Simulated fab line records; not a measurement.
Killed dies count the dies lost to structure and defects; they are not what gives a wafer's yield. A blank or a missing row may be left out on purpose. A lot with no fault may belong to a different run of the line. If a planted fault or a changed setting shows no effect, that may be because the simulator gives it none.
Problem report, 8D (eight disciplines) form, completed by code + flow n5Finfet + the parts of the form that need people (team, actions taken, sign-off) are left out

1. PROBLEM STATEMENT
biasW at N5_BEOL_M5_ETCH_72 reads a mean of 140.0 W on 2 wafers of 2 lots; wafers without a fault read 150.0 W with a standard deviation of 0.42. Relative to the usual mean, that is a shift of -24 standard deviations.
The step: etches underlayer in N2/H2, target depth 6.5 nm, time 5.2 s.
Seen first at day 10 17:17 on rieDiel-03, wafer L540.4. The record has a number at this step for 33 wafers belonging to 11 lots. By rule, "out" or "out of limits" means more than 4 standard deviations away from the usual mean. All remaining wafers that have a number are taken as sound.

2. WHAT THIS IS AND IS NOT
| question                    | is                | is not                                                                                             |
|-----------------------------|-------------------|----------------------------------------------------------------------------------------------------|
| which readings at this step | biasW, rfVppV     | drypumpMotorCurrentA, etchRfOnTimeS, oesProductAu, showerheadPlenumPTorr, throttleValvePct         |
| which lots                  | L540, L545        | L531, L532, L533, L534, L546, L548, L550, L552, L553                                               |
| which wafers of those lots  | L540.4, L545.3    | L540.2, L540.5, L545.1, L545.5                                                                     |
| read on which tools         | rieDiel-03        | rieDiel-01, rieDiel-02                                                                             |
| when                        | from day 10 17:17 | up to then (14 sound wafers); but 17 sound wafers of L545, L546, L548, L550, L552, L553 came after |

3. SUSPECTS, AND WHAT RULES EACH OUT
Counting: if a tool at a process step up to the reading ran every lot that is out, it stays a suspect. Sound lots after the first of them don't rule it out here, since some wafers of a struck lot are sound.
- rieDiel-03 at N5_BEOL_M5_ETCH_72 (etches underlayer in N2/H2, target depth 6.5 nm, time 5.2 s): kept. It processed each lot that is out (first: L540, day 10 17:17); up to then, its last sound lot is L532 (day 8 12:12). On those wafers its own readings are out: biasW, rfVppV.
- rieDiel-03, N5_BEOL_M5_ETCH_72: wafers that are out in chamber 1, sound lot-mates in chambers 0, 2, 3.
The count leaves rieDiel-03 at N5_BEOL_M5_ETCH_72.

4. THE CAUSE (what the simulator had put in)
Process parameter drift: rieDiel-03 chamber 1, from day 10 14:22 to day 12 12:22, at N5_BEOL_M5_ETCH_72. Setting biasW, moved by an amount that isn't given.
Only this tool survived the counting.

5. THE EFFECT CHAIN, in route order
Each row: a reading whose mean over the struck wafers that have a number lies more than 3 standard deviations from the usual. Only readings whose record carries a usual standard deviation are examined. hours: median over the lots of the time between each lot's start at the first step of this table that gives one and its start at this step. sigmas: the change, counted in usual standard deviations.
| hours | step                    | reading         | usual   | on struck wafers | change | sigmas |
|-------|-------------------------|-----------------|---------|------------------|--------|--------|
| 0     | N5_BEOL_M5_ETCH_72      | biasW           | 150.0 W | 140.0            | -10.0  | -24    |
| 0     | N5_BEOL_M5_ETCH_72      | rfVppV          | 524.2 V | 502.2            | -22.0  | -9.1   |
| 102   | N5_PASSIVATION_PROBE_49 | killed_at_M4_up | 14      | 36               | +22    | +3.7   |
It contains these process steps:
- N5_BEOL_M5_ETCH_72: etches underlayer in N2/H2, target depth 6.5 nm, time 5.2 s.
- N5_PASSIVATION_PROBE_49

6. HOW IT WOULD HAVE BEEN CAUGHT EARLIER
The fault began at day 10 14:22; the first out-of-limits reading in this record came at day 10 17:17, 3 hours later.
